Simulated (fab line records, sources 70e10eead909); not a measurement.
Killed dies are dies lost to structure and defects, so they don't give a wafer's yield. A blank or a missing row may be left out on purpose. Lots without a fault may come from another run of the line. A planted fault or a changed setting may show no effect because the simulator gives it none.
Chamber matching | flow nand_harc | NHARC_A_CHANNEL_HOLE_D2_ETCH_38 on rie_diel-09: 4 sister chambers
The step etches the open film in CF4, target depth 39 nm, time 65 s. 7 wafers are shown with their chamber, then 8 later ones without.

WAFERS WITH THEIR CHAMBER
wafer  | chamber | run_length_s (s) | oes_product_au (a.u.)
L387.4 | 2       | 85.8             | 0.996
L391.1 | 0       | 87.1             | 1.004
L391.4 | 3       | 85.8             | 1.006
L393.1 | 0       | 86.6             | 1.004
L393.4 | 3       | 86.1             | 0.997
L393.5 | 1       | 85.8             | 1.002
L394.1 | 1       | 85.6             | 1.011

WAFERS WITHOUT THEIR CHAMBER
wafer  | run_length_s (s) | oes_product_au (a.u.)
L394.2 | 85.9             | 0.992
L394.5 | 86.7             | 1.001
L407.2 | 85.8             | 1.007
L407.4 | 86.3             | 1.000
L407.6 | 86.7             | 1.011
L408.4 | 86.0             | 0.992
L408.5 | 87.1             | 1.007
L408.6 | 85.5             | 1.014

WHICH CHAMBER EACH WENT THROUGH
wafer  | from the rows above               | in truth
L394.2 | can't be placed: 2 or 3           | 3
L394.5 | 0                                 | 0
L407.2 | can't be placed: 1 or 3 or 2      | 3
L407.4 | can't be placed: 3 or 2 or 0 or 1 | 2
L407.6 | 0                                 | 0
L408.4 | can't be placed: 2 or 3 or 1      | 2
L408.5 | 0                                 | 0
L408.6 | can't be placed: 1 or 3           | 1
Placed correctly: 3 of 8. Can't be placed from these rows: 5 (the true chamber is among the candidates in 5). Placed wrongly: 0.
How it was worked out, from the rows above alone: a wafer's distance from a chamber is the root of the sum, over the readings, of the square of ((its reading less the chamber's mean) divided by the reading's scatter). The wafer belongs to the nearest chamber; if the next one is less than 2 further off, it can't be placed. A chamber's mean is the mean of its shown wafers. The scatter: the root of (the sum of the squares of (reading less its chamber's mean) over the shown wafers, divided by (wafers less chambers)).
